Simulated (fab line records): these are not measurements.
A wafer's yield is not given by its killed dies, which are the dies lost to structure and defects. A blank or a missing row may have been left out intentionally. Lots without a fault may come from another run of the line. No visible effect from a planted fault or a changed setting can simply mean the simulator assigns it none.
Comparing a struck lot with a sound one -- flow nand_harc -- 40 steps out of a route of 1302
Sound: the wafers L615.1, L615.2, L615.5. Struck: wafer L624.2. (L624.1, L624.3 of the same lot were not struck and are left out.) The cause comes at the end.
Order at every step that has rows: each side's tool, ch and its chambers, its first start. Under that, the readings that differ: sound wafers -- struck wafers -- difference of the means -- sigmas: that difference in standard deviations of wafers without a fault.
alike: same words and numbers on both sides, and readings whose means sit less than 2 such deviations apart. not compared: any withheld reading, any reading some wafer has no value for, any bound like >300 that may hide the same value, and any number with overlapping values for which the record gives no deviation.
A row with sigmas, a row that says differs or no value, or rows on one side alone: a step with any of these is where the two part. When numbers do not overlap yet have no deviation, they are printed without sigmas and do not part them. A reading that every wafer of one side lacks parts them only if that side has two wafers or more.

NHARC_P_M0_OVL_MEAS_10: pitch 180 nm.
  sound on overlay-01, day 7 10:47; struck on overlay-01, day 11 02:50
  alike: overlay_x_nm, overlay_y_nm
NHARC_P_M0_INSPECT_11:
  sound on defect_inspect-02, day 7 10:49; struck on defect_inspect-01, day 11 02:52
  alike: raw_defect_count
NHARC_P_M0_DESCUM_14: chemistry O2, time 3 s.
  sound on rie_diel-10 ch 0,2, day 7 10:53; struck on rie_diel-13 ch 2, day 11 02:55
  alike: chamber_pressure_mTorr, drypump_motor_current_A, oes_product_au, rf_vpp_V, showerhead_plenum_p_Torr, throttle_valve_pct
  not compared: rf_hours_counter_h
then, 2 steps without rows for these wafers: NHARC_P_M0_ETCH_34 (etches the open film in N2/H2, target depth 40 nm, overetch 12 nm, time 43.94 s); NHARC_P_M0_ETCH_15 (etches the open film in C4F8/Ar, target depth 150 nm, overetch 15 nm, time 82.5 s).
NHARC_P_M0_CD_MEAS_16:
  sound on cd_sem-02, day 7 11:10; struck on cd_sem-03, day 11 03:16
  alike: cd_nm
then, 3 steps without rows for these wafers: NHARC_P_M0_STRIP_18 (strips in N2/H2); NHARC_P_M0_STRIP_19 (strips in post etch residue remover, time 600 s); NHARC_P_M0_DEGAS_28 (time 60 s).
NHARC_P_M0_PRE_CLEAN_29: time 30 s.
  sound on pvd_sputter-02; struck on pvd_sputter-01
reading,sound,struck,difference,sigmas
heater_power_w (W),358 363 381,501,+134,+3
then, 1 step without rows for these wafers: NHARC_P_M0_PVD_20 (deposits TaN, target thk 5 nm, time 8.06 s).
NHARC_P_M0_PVD_21: deposits Cu, target thk 30 nm, time 20.49 s.
  sound on pvd_sputter-02; struck on pvd_sputter-01
  alike: throttle_valve_pct
NHARC_P_M0_ECD_22: material Cu, target thk 400 nm.
  sound on ecd_cu-01 ch 0,1, day 7 12:09; struck on ecd_cu-01 ch 0,1, day 11 04:26
then, 2 steps without rows for these wafers: NHARC_P_M0_ANNEAL_30 (time 90 s); NHARC_P_M0_CMP_23 (polishes, t overpolish 20 s, target thk 117.54 nm).
NHARC_P_M0_THK_MEAS_24: measures by xrf.
  sound on film_metro-02, day 7 13:19; struck on film_metro-01, day 11 05:29
  alike: thk_nm
then, 13 steps without rows for these wafers: NHARC_P_M0_SRD_25; NHARC_P_M0_PRE_CLEAN_31 (time 12 s); NHARC_P_M0_DEP_32 (deposits SiCN, target thk 30 nm); NHARC_P_M1_DEP_00 (deposits SiOC, target thk 182.5 nm); NHARC_P_M1_DEHYDRATE_01 (time 120 s); NHARC_P_M1_HMDS_02 (time 30 s); NHARC_P_M1_COAT_34 (time 65 s); NHARC_P_M1_COAT_03 (resist thk 90 nm); NHARC_P_M1_SOFTBAKE_04 (time 55 s); NHARC_P_M1_EBR_05; NHARC_P_M1_EXPOSE_06 (exposes mask P M1, target cd 130 nm); NHARC_P_M1_PEB_07 (peb time 65 s); NHARC_P_M1_DEVELOP_08 (develop time 35 s).
NHARC_P_M1_CD_MEAS_09: the cd target is 130 nm.
  sound on cd_sem-03 ch 0, day 7 14:53; struck on cd_sem-02 ch 0, day 11 07:02
  alike: cd_nm
NHARC_P_M1_OVL_MEAS_10: pitch 260 nm.
  sound on overlay-02, day 7 14:58; struck on overlay-02, day 11 07:07
  alike: overlay_x_nm, overlay_y_nm
NHARC_P_M1_DESCUM_14: chemistry O2, time 3 s.
  sound on rie_diel-06 ch 0,1,2, day 7 15:04; struck on rie_diel-04 ch 2, day 11 07:13
  alike: chamber_pressure_mTorr, drypump_motor_current_A, oes_product_au, rf_vpp_V, showerhead_plenum_p_Torr, throttle_valve_pct
  not compared: rf_hours_counter_h
then, 2 steps without rows for these wafers: NHARC_P_M1_ETCH_35 (etches the open film in N2/H2, target depth 40 nm, overetch 12 nm, time 43.94 s); NHARC_P_M1_ETCH_15 (etches the open film in C4F8/Ar, target depth 182.5 nm, time 91.2 s).
NHARC_P_M1_CD_MEAS_16:
  sound on cd_sem-03, day 7 15:22; struck on cd_sem-03, day 11 07:31
  alike: cd_nm
NHARC_P_M1_STRIP_18: strips in N2/H2.
  sound on rie_diel-04 ch 0,3, day 7 15:26; struck on rie_diel-12 ch 1, day 11 07:35
reading,sound,struck,difference,sigmas
showerhead_plenum_p_Torr (Torr),2.18 2.01 2.18,1.91,-0.21,-2
  alike: chamber_pressure_mTorr, drypump_motor_current_A, n2_flow_sccm, oes_product_au, power_w, rf_vpp_V, throttle_valve_pct
  not compared: rf_hours_counter_h
then, 3 steps without rows for these wafers: NHARC_P_M1_ETCH_28 (etches the open film in CF4/N2, target depth 30 nm, time 72.99 s); NHARC_P_M1_STRIP_19 (strips in post etch residue remover, time 600 s); NHARC_P_M1_DEGAS_29 (time 60 s).
-- the record jumps here: 18 days lie between the struck wafers' starts before and after (it left off in module P_M1 and takes up again in module END, whose first step shown is number 1302 of the route) --
NHARC_END_SORT_01:
  sound on prober-02 ch 0, day 25 10:25; struck on prober-02 ch 0, day 29 14:20
reading,sound,struck,difference,sigmas
defect_limited_yield (%),94.4 93.8 94.8,43.0,-51.3,-21
killed_at_periphery,5 6 2,337,+333,+99 or more
killed_dies,38 42 35,386,+348,+20
sort_bin_2_pct (%),2.1 2.4 1.8,22.2,+20.1,+18
sort_bin_3_pct (%),0.4 0.7 0,4.4,+4.0,+11
sort_bin_4_pct (%),3.1 3.1 3.4,30.4,+27.2,+18
sort_n_pass,639 635 642,291,-348,-20
sort_rim_yield_pct (%),92 90 90,49,-42,-11
sort_yield_pct (%),94.4 93.8 94.8,43.0,-51.3,-21
  alike: killed_at_array, killed_at_other, killed_open, killed_short

== WHERE THEY PART ==
At NHARC_P_M0_PRE_CLEAN_29 first; at NHARC_END_SORT_01 last (within this record only).

WHY: whatever the simulator had introduced
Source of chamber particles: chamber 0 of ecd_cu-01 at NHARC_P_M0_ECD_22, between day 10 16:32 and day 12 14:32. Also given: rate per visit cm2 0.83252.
